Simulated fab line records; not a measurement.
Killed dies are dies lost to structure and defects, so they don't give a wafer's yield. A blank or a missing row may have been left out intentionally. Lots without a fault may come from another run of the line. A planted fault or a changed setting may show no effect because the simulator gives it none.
Split-lot experiment	flow n5 finfet	39 wafers read from 7 lots, route of 1938 steps

== ABOUT THE SPLIT ==
At N5_BEOL_M13_SPUTTER_43 (material TaN, target thk 15 nm, time 24.19 s), the setting time s was moved away from the recipe's 24.19 s on 15 of the 39 wafers read, by -56.9% to +47.0%. This setting was run at the recipe's value on the other wafers.

== FROM THE SPLIT TO THE READING: what the file shows between them, 4 steps ==
- N5_BEOL_M13_SPUTTER_44: material Ta, target thk 10 nm, time 16.13 s
- N5_BEOL_M13_SPUTTER_45: material Cu, target thk 80 nm, time 13.33 s
- N5_BEOL_M13_ECD_47: material Cu, target thk 936 nm
- N5_BEOL_M13_ANNEAL_48: time 90 s

== THE READING ==
barrier field endpoint s, in s, at N5_BEOL_M13_CMP_49 (polishes, stops on SiOC, t overpolish 17.1 s, target thk 420 nm). Typical for fault-free wafers on this fab line: 30.5 s, with standard deviation 0.97 s.

wafer	tool, chamber at the split	time s as run, s	against the recipe	barrier field endpoint s, s	against lot-mates on the recipe
L075.2	pvd sputter-01, -	29.67	+22.7%	35.2	+4.0
L075.3	pvd sputter-01, -	29.67	+22.7%	35.0	+3.8
L075.4	pvd sputter-01, -	24.19	recipe	31.0	-
L075.1	pvd sputter-01, -	24.19	recipe	31.2	-
L075.5	pvd sputter-01, -	24.19	recipe	31.3	-
L075.6	pvd sputter-01, -	29.67	+22.7%	35.2	+4.0
L076.1	pvd sputter-01, -	24.19	recipe	31.3	-
L076.2	pvd sputter-01, -	10.43	-56.9%	21.3	-10.2
L076.3	pvd sputter-01, -	24.19	recipe	30.9	-
L076.4	pvd sputter-01, -	10.43	-56.9%	20.4	-11.1
L076.5	pvd sputter-01, -	10.43	-56.9%	20.6	-10.9
L076.6	pvd sputter-01, -	24.19	recipe	32.3	-
L085.2	pvd sputter-01, -	24.19	recipe	30.4	-
L085.3	pvd sputter-01, -	24.19	recipe	30.8	-
L085.5	pvd sputter-01, -	24.19	recipe	31.1	-
L089.2	pvd sputter-03, -	24.19	recipe	30.0	-
L089.1	pvd sputter-03, -	24.19	recipe	31.0	-
L089.4	pvd sputter-03, -	35.56	+47.0%	38.9	+8.0
L089.3	pvd sputter-03, -	35.56	+47.0%	40.2	+9.3
L089.5	pvd sputter-03, -	24.19	recipe	31.6	-
L089.6	pvd sputter-03, -	35.56	+47.0%	39.3	+8.4
L091.2	pvd sputter-01, -	17.47	-27.8%	26.1	-5.3
L091.3	pvd sputter-01, -	17.47	-27.8%	25.9	-5.5
L091.4	pvd sputter-01, -	17.47	-27.8%	25.6	-5.8
L091.1	pvd sputter-01, -	24.19	recipe	31.4	-
L091.5	pvd sputter-01, -	24.19	recipe	31.3	-
L091.6	pvd sputter-01, -	24.19	recipe	31.6	-
L096.3	pvd sputter-02, -	24.19	recipe	29.2	-
L096.2	pvd sputter-02, -	24.19	recipe	32.0	-
L096.4	pvd sputter-02, -	24.19	recipe	31.2	-
L096.1	pvd sputter-02, -	24.19	recipe	30.8	-
L096.5	pvd sputter-02, -	24.19	recipe	29.4	-
L096.6	pvd sputter-02, -	24.19	recipe	31.8	-
L095.4	pvd sputter-02, -	24.19	recipe	30.6	-
L095.1	pvd sputter-02, -	24.19	recipe	31.7	-
L095.3	pvd sputter-02, -	16.07	-33.6%	24.3	-6.5
L095.2	pvd sputter-02, -	24.19	recipe	30.0	-
L095.5	pvd sputter-02, -	16.07	-33.6%	24.5	-6.3
L095.6	pvd sputter-02, -	16.07	-33.6%	24.8	-6.0

THE FIT
A straight line over all 39 wafers: barrier field endpoint s changes by +0.182 s for each +1% of time s; r = +0.99; the points scatter about the line by 0.65 s.
The same after taking each lot's own level away (the mean of its wafers on the recipe; 39 wafers): +0.186 s for each +1%; r = +0.99; scatter 0.6 s.
On that fit, the largest move of time s shifts the reading by 11 s.
Across the lots, their own levels run from 30.73 to 31.50 s, a range of 0.8 times the standard deviation given above.
The two slopes are in agreement: the lot-to-lot level therefore moves the slope only a little.
Check: with one of the wafers moved furthest among these (-56.9%) left out of the fit, the line predicts -10.8 s for it against its lot-mates. Against them it came out at -10.2 s.

== THE WHOLE CHAIN: every reading that the file lists as answering this split, in the file's order ==
step	what it does	reading	change (the file's fit)	r (the file's)
N5_BEOL_M13_SPUTTER_43	material TaN, target thk 15 nm, time 24.19 s	TaN_of_BEOL_M13_SPUTTER_43.thk nm (the simulator's own value, which no gauge read)	+0.149 nm for each +1% of the setting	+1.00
N5_BEOL_M13_CMP_49	polishes, stops on SiOC, t overpolish 17.1 s, target thk 420 nm	barrier field endpoint s	+0.187 s for each +1% of the setting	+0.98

== THE FILE'S OWN FIT ==
barrier field endpoint s changes by +0.187 s for each +1% of time s, r = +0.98.
